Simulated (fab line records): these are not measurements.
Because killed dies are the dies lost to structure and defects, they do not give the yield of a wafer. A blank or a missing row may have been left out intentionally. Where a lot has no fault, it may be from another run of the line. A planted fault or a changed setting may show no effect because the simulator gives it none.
Split-lot study + flow n5-finfet + 39 wafers read across 7 lots, on a route 1938 steps long

ON THE SPLIT
At N5_FIN_SAQP_PECVD_48 (deposits SiNx from SiH4/NH3/N2, target thk 25 nm, time 22.1 s), the setting time-s was moved away from the recipe's 22.1 s on 15 of the 39 wafers read, by -58.9% to +51.2%. This setting was run at the recipe's value on the other wafers.

FROM THE SPLIT TO THE READING: what the file shows between them, 2 steps
- N5_FIN_SAQP_DEVELOP_15: develop time 30 s (also split here: develop-time-s)
- N5_FIN_SAQP_MANDREL1_REMOVE_56: chemistry HBr/Cl2/O2, target a-Si, stops on SiNx, bt time 10 s

THE READING
etch.depth-nm (the simulator's own value, which no gauge read), in nm, at N5_FIN_SAQP_ETCH_57 (etches SiNx in CH3F/O2, target depth 32.5 nm, time 46.4 s). The file does not state a usual value for it. The 24 wafers here that ran the recipe average 24.86 nm, standard deviation 0.54 nm.

| wafer  | tool, chamber at the split | time-s as run, s | against the recipe | etch.depth-nm, nm | against lot-mates on the recipe |
|--------|----------------------------|------------------|--------------------|-------------------|---------------------------------|
| L078.1 | pecvd-01, 1                | 33.42            | +51.2%             | 37.78             | +12.28                          |
| L078.2 | pecvd-01, 0                | 33.42            | +51.2%             | 37.94             | +12.44                          |
| L078.3 | pecvd-01, 2                | 22.1             | recipe             | 25.35             | -                               |
| L078.4 | pecvd-01, 1                | 22.1             | recipe             | 25.4              | -                               |
| L078.5 | pecvd-01, 0                | 22.1             | recipe             | 25.75             | -                               |
| L078.6 | pecvd-01, 2                | 33.42            | +51.2%             | 38.53             | +13.03                          |
| L083.1 | pecvd-03, 2                | 22.1             | recipe             | 24.66             | -                               |
| L083.2 | pecvd-03, 1                | 22.1             | recipe             | 24.46             | -                               |
| L083.3 | pecvd-03, 0                | 22.1             | recipe             | 24.62             | -                               |
| L083.4 | pecvd-03, 0                | 22.1             | recipe             | 25.13             | -                               |
| L083.5 | pecvd-03, 2                | 22.1             | recipe             | 25.05             | -                               |
| L083.6 | pecvd-03, 1                | 22.1             | recipe             | 24.41             | -                               |
| L086.1 | pecvd-04, 0                | 22.1             | recipe             | 24.58             | -                               |
| L086.4 | pecvd-04, 2                | 22.1             | recipe             | 25.29             | -                               |
| L086.6 | pecvd-04, 0                | 22.1             | recipe             | 25.08             | -                               |
| L093.1 | pecvd-04, 1                | 32.06            | +45.1%             | 35.21             | +11.24                          |
| L093.2 | pecvd-04, 2                | 22.1             | recipe             | 24.46             | -                               |
| L093.3 | pecvd-04, 0                | 22.1             | recipe             | 23.48             | -                               |
| L093.4 | pecvd-04, 2                | 32.06            | +45.1%             | 35.64             | +11.67                          |
| L093.5 | pecvd-04, 1                | 22.1             | recipe             | 23.98             | -                               |
| L093.6 | pecvd-04, 0                | 32.06            | +45.1%             | 35.26             | +11.29                          |
| L095.1 | pecvd-04, 0                | 22.1             | recipe             | 24.45             | -                               |
| L095.2 | pecvd-04, 2                | 9.989            | -54.8%             | 11.03             | -13.73                          |
| L095.3 | pecvd-04, 1                | 9.989            | -54.8%             | 10.93             | -13.83                          |
| L095.4 | pecvd-04, 2                | 9.989            | -54.8%             | 11.44             | -13.32                          |
| L095.5 | pecvd-04, 0                | 22.1             | recipe             | 24.96             | -                               |
| L095.6 | pecvd-04, 1                | 22.1             | recipe             | 24.88             | -                               |
| L096.1 | pecvd-01, 1                | 9.076            | -58.9%             | 10.71             | -14.66                          |
| L096.2 | pecvd-01, 2                | 22.1             | recipe             | 24.95             | -                               |
| L096.3 | pecvd-01, 0                | 9.076            | -58.9%             | 10.39             | -14.98                          |
| L096.4 | pecvd-01, 1                | 22.1             | recipe             | 25.37             | -                               |
| L096.5 | pecvd-01, 0                | 9.076            | -58.9%             | 10.93             | -14.44                          |
| L096.6 | pecvd-01, 2                | 22.1             | recipe             | 25.78             | -                               |
| L097.1 | pecvd-04, 0                | 22.1             | recipe             | 24.5              | -                               |
| L097.2 | pecvd-04, 1                | 22.1             | recipe             | 24.55             | -                               |
| L097.3 | pecvd-04, 2                | 32.5             | +47.1%             | 36.15             | +11.30                          |
| L097.4 | pecvd-04, 2                | 22.1             | recipe             | 25.49             | -                               |
| L097.5 | pecvd-04, 1                | 32.5             | +47.1%             | 36.62             | +11.77                          |
| L097.6 | pecvd-04, 0                | 32.5             | +47.1%             | 36.39             | +11.54                          |

THE FIT
A straight line over all 39 wafers: etch.depth-nm changes by +0.246 nm for each +1% of time-s; r = +1.00; the points scatter about the line by 0.53 nm.
The same after taking each lot's own level away (the mean of its wafers on the recipe; 39 wafers): +0.248 nm for each +1%; r = +1.00; scatter 0.31 nm.
According to that fit, moving time-s by its largest amount changes the reading by 15 nm.
Measured against the standard deviation above, the lots' own levels, which go from 23.973 to 25.500 nm, span 2.8 times it.
Consequently the slope shifts little with the lot-to-lot level, the two slopes agreeing.
Check: for one of the wafers moved furthest among these (-58.9%), held out of the fit, the line's prediction against its lot-mates is -14.6 nm. Against them it came out at -14.7 nm.

THESE WAFERS: OTHER SPLITS
These wafers also went through other splits before the reading. Each is held against what the fit with the lots' levels taken away leaves over:
| other split on the same wafers        | wafers away from the commonest value | r with etch.depth-nm (lot level and that fit taken away) |
|---------------------------------------|--------------------------------------|----------------------------------------------------------|
| N5_FIN_SAQP_DEVELOP_15 develop-time-s | 15                                   | +0.08                                                    |

THE WHOLE CHAIN: every reading that the file lists as answering this split, in the file's order
| step                 | what it does                                                  | reading                                                                           | change (the file's fit)               | r (the file's) |
|----------------------|---------------------------------------------------------------|-----------------------------------------------------------------------------------|---------------------------------------|----------------|
| N5_FIN_SAQP_PECVD_48 | deposits SiNx from SiH4/NH3/N2, target thk 25 nm, time 22.1 s | SiNx_of_FIN_SAQP_PECVD_48.thk-nm (the simulator's own value, which no gauge read) | +0.249 nm for each +1% of the setting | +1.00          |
| N5_FIN_SAQP_ETCH_57  | etches SiNx in CH3F/O2, target depth 32.5 nm, time 46.4 s     | etch-rf-on-time-s                                                                 | withheld for each +1% of the setting  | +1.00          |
| N5_FIN_SAQP_ETCH_57  | etches SiNx in CH3F/O2, target depth 32.5 nm, time 46.4 s     | etch.depth-nm (the simulator's own value, which no gauge read)                    | +0.248 nm for each +1% of the setting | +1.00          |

FILE'S OWN FIT
etch.depth-nm changes by +0.248 nm for each +1% of time-s, r = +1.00.
